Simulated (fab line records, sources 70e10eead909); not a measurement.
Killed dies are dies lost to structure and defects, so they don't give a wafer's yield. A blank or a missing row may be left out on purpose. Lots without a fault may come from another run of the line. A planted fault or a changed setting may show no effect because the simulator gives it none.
Chamber matching | flow nand_harc | NHARC_A_STAIRCASE_STRIP_476 on rie_diel-12: 4 sister chambers
The step strips in O2, time 20 s. 16 wafers are shown with their chamber, then 8 later ones without.

WAFERS WITH THEIR CHAMBER
wafer  | chamber | showerhead_plenum_p_Torr (Torr) | oes_product_au (a.u.) | rf_vpp_V (V)
L077.2 | 0       | 3.79                            | 0.991                 | 58.5
L077.3 | 1       | 3.42                            | 1.022                 | 57.1
L077.6 | 1       | 3.42                            | 1.020                 | 58.8
L076.1 | 1       | 3.42                            | 1.012                 | 59.2
L076.3 | 3       | 3.32                            | 1.023                 | 58.0
L076.6 | 2       | 3.32                            | 1.007                 | 56.8
L079.1 | 1       | 3.41                            | 1.016                 | 57.6
L079.5 | 1       | 3.41                            | 1.024                 | 58.0
L079.6 | 2       | 3.31                            | 1.005                 | 56.6
L082.1 | 0       | 3.79                            | 0.984                 | 59.3
L082.4 | 3       | 3.31                            | 1.003                 | 56.9
L082.5 | 3       | 3.31                            | 1.017                 | 58.6
L083.1 | 0       | 3.79                            | 0.990                 | 58.5
L083.2 | 2       | 3.31                            | 1.017                 | 56.7
L083.6 | 0       | 3.79                            | 0.995                 | 58.1
L081.3 | 2       | 3.31                            | 1.012                 | 58.1

SIGNATURES (means of the wafers above)
reading                  | chamber 0 | chamber 1 | chamber 2 | chamber 3 | scatter within a chamber
showerhead_plenum_p_Torr | 3.7900    | 3.4160    | 3.3125    | 3.3133    | 0.00467
oes_product_au           | 0.99000   | 1.01880   | 1.01025   | 1.01433   | 0.00614
rf_vpp_V                 | 58.600    | 58.140    | 57.050    | 57.833    | 0.747
Rule: a wafer's distance from a chamber is the root of the sum, over the readings, of the square of ((its reading less the chamber's mean) divided by the reading's scatter). The wafer belongs to the nearest chamber; if the next one is less than 2 further off, it can't be placed. The scatter: the root of (the sum of the squares of (reading less its chamber's mean) over the shown wafers, divided by (wafers less chambers)).

WAFERS WITHOUT THEIR CHAMBER
wafer  | showerhead_plenum_p_Torr (Torr) | oes_product_au (a.u.) | rf_vpp_V (V)
L081.4 | 3.41                            | 1.024                 | 57.9
L081.6 | 3.31                            | 1.006                 | 57.0
L086.2 | 3.78                            | 0.987                 | 57.6
L086.3 | 3.31                            | 1.015                 | 58.3
L086.5 | 3.31                            | 1.004                 | 57.1
L097.1 | 3.40                            | 1.017                 | 57.8
L097.3 | 3.30                            | 1.001                 | 57.0
L097.6 | 3.30                            | 0.991                 | 57.5

WHICH CHAMBER EACH WENT THROUGH
wafer  | from the rows above     | in truth
L081.4 | 1                       | 1
L081.6 | can't be placed: 2 or 3 | 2
L086.2 | 0                       | 0
L086.3 | can't be placed: 3 or 2 | 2
L086.5 | can't be placed: 2 or 3 | 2
L097.1 | 1                       | 1
L097.3 | can't be placed: 2 or 3 | 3
L097.6 | can't be placed: 2 or 3 | 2
Placed correctly: 3 of 8. Can't be placed from these rows: 5 (the true chamber is among the candidates in 5). Placed wrongly: 0.
